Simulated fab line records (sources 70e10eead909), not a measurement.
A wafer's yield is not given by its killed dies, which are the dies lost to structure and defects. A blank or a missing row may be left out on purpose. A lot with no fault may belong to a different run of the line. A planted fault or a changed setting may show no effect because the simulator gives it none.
Matching of chambers / flow nand_harc / rie_diel-12 running NHARC_A_BLC_STRIP_21: 4 sister chambers
The step strips in O2. 20 wafers are shown with their chamber, then 10 later ones without.

WAFERS WITH THEIR CHAMBER
wafer=L077.1; chamber=3; showerhead_plenum_p_Torr (Torr)=3.33; drypump_motor_current_A (A)=6.0; oes_product_au (a.u.)=0.975
wafer=L077.5; chamber=3; showerhead_plenum_p_Torr (Torr)=3.33; drypump_motor_current_A (A)=5.9; oes_product_au (a.u.)=0.981
wafer=L077.6; chamber=2; showerhead_plenum_p_Torr (Torr)=3.63; drypump_motor_current_A (A)=5.3; oes_product_au (a.u.)=0.989
wafer=L084.3; chamber=1; showerhead_plenum_p_Torr (Torr)=3.45; drypump_motor_current_A (A)=5.7; oes_product_au (a.u.)=0.996
wafer=L084.4; chamber=3; showerhead_plenum_p_Torr (Torr)=3.33; drypump_motor_current_A (A)=5.9; oes_product_au (a.u.)=0.996
wafer=L084.5; chamber=2; showerhead_plenum_p_Torr (Torr)=3.63; drypump_motor_current_A (A)=5.3; oes_product_au (a.u.)=0.991
wafer=L080.2; chamber=0; showerhead_plenum_p_Torr (Torr)=3.44; drypump_motor_current_A (A)=6.3; oes_product_au (a.u.)=0.995
wafer=L080.4; chamber=2; showerhead_plenum_p_Torr (Torr)=3.63; drypump_motor_current_A (A)=5.3; oes_product_au (a.u.)=0.996
wafer=L080.5; chamber=2; showerhead_plenum_p_Torr (Torr)=3.63; drypump_motor_current_A (A)=5.3; oes_product_au (a.u.)=0.985
wafer=L089.4; chamber=1; showerhead_plenum_p_Torr (Torr)=3.45; drypump_motor_current_A (A)=5.7; oes_product_au (a.u.)=1.004
wafer=L089.5; chamber=1; showerhead_plenum_p_Torr (Torr)=3.45; drypump_motor_current_A (A)=5.7; oes_product_au (a.u.)=1.000
wafer=L089.6; chamber=0; showerhead_plenum_p_Torr (Torr)=3.44; drypump_motor_current_A (A)=6.3; oes_product_au (a.u.)=1.006
wafer=L090.1; chamber=1; showerhead_plenum_p_Torr (Torr)=3.45; drypump_motor_current_A (A)=5.7; oes_product_au (a.u.)=1.006
wafer=L090.3; chamber=2; showerhead_plenum_p_Torr (Torr)=3.63; drypump_motor_current_A (A)=5.3; oes_product_au (a.u.)=0.988
wafer=L090.5; chamber=2; showerhead_plenum_p_Torr (Torr)=3.63; drypump_motor_current_A (A)=5.3; oes_product_au (a.u.)=0.998
wafer=L091.1; chamber=0; showerhead_plenum_p_Torr (Torr)=3.44; drypump_motor_current_A (A)=6.3; oes_product_au (a.u.)=1.006
wafer=L091.5; chamber=2; showerhead_plenum_p_Torr (Torr)=3.63; drypump_motor_current_A (A)=5.3; oes_product_au (a.u.)=0.995
wafer=L091.6; chamber=1; showerhead_plenum_p_Torr (Torr)=3.45; drypump_motor_current_A (A)=5.7; oes_product_au (a.u.)=1.000
wafer=L094.1; chamber=1; showerhead_plenum_p_Torr (Torr)=3.45; drypump_motor_current_A (A)=5.7; oes_product_au (a.u.)=1.008
wafer=L094.2; chamber=0; showerhead_plenum_p_Torr (Torr)=3.43; drypump_motor_current_A (A)=6.3; oes_product_au (a.u.)=1.007

SIGNATURES (means of the wafers above)
reading=showerhead_plenum_p_Torr; chamber 0=3.4375; chamber 1=3.4500; chamber 2=3.6300; chamber 3=3.3300; scatter within a chamber=0.00217
reading=drypump_motor_current_A; chamber 0=6.300; chamber 1=5.700; chamber 2=5.300; chamber 3=5.933; scatter within a chamber=0.0204
reading=oes_product_au; chamber 0=1.00350; chamber 1=1.00233; chamber 2=0.99171; chamber 3=0.98400; scatter within a chamber=0.00595
Rule: for a wafer and a chamber, the distance is found by dividing, reading by reading, the gap between the wafer's reading and the chamber's mean by the reading's scatter, squaring, summing and taking the root. The wafer belongs to the nearest chamber; if the next one is less than 2 further off, it can't be placed. The scatter: take each reading less its chamber's mean, square it, sum over the shown wafers, divide by the number of wafers less the number of chambers, and take the root.

WAFERS WITH NO CHAMBER GIVEN
wafer=L094.3; showerhead_plenum_p_Torr (Torr)=3.33; drypump_motor_current_A (A)=5.9; oes_product_au (a.u.)=0.990
wafer=L094.4; showerhead_plenum_p_Torr (Torr)=3.63; drypump_motor_current_A (A)=5.3; oes_product_au (a.u.)=0.990
wafer=L094.5; showerhead_plenum_p_Torr (Torr)=3.33; drypump_motor_current_A (A)=5.9; oes_product_au (a.u.)=0.997
wafer=L094.6; showerhead_plenum_p_Torr (Torr)=3.44; drypump_motor_current_A (A)=6.3; oes_product_au (a.u.)=0.999
wafer=L095.1; showerhead_plenum_p_Torr (Torr)=3.45; drypump_motor_current_A (A)=5.7; oes_product_au (a.u.)=0.994
wafer=L095.3; showerhead_plenum_p_Torr (Torr)=3.43; drypump_motor_current_A (A)=6.3; oes_product_au (a.u.)=0.998
wafer=L095.5; showerhead_plenum_p_Torr (Torr)=3.43; drypump_motor_current_A (A)=6.3; oes_product_au (a.u.)=1.008
wafer=L096.3; showerhead_plenum_p_Torr (Torr)=3.62; drypump_motor_current_A (A)=5.3; oes_product_au (a.u.)=0.989
wafer=L096.5; showerhead_plenum_p_Torr (Torr)=3.33; drypump_motor_current_A (A)=5.9; oes_product_au (a.u.)=1.000
wafer=L096.6; showerhead_plenum_p_Torr (Torr)=3.43; drypump_motor_current_A (A)=6.3; oes_product_au (a.u.)=1.000

WHICH CHAMBER EACH WENT THROUGH
wafer=L094.3; from the rows above=3; in truth=3
wafer=L094.4; from the rows above=2; in truth=2
wafer=L094.5; from the rows above=3; in truth=3
wafer=L094.6; from the rows above=0; in truth=0
wafer=L095.1; from the rows above=1; in truth=1
wafer=L095.3; from the rows above=0; in truth=0
wafer=L095.5; from the rows above=0; in truth=0
wafer=L096.3; from the rows above=2; in truth=2
wafer=L096.5; from the rows above=3; in truth=3
wafer=L096.6; from the rows above=0; in truth=0
Placed correctly: 10 of 10. Can't be placed from these rows: 0. Number placed wrongly: 0.
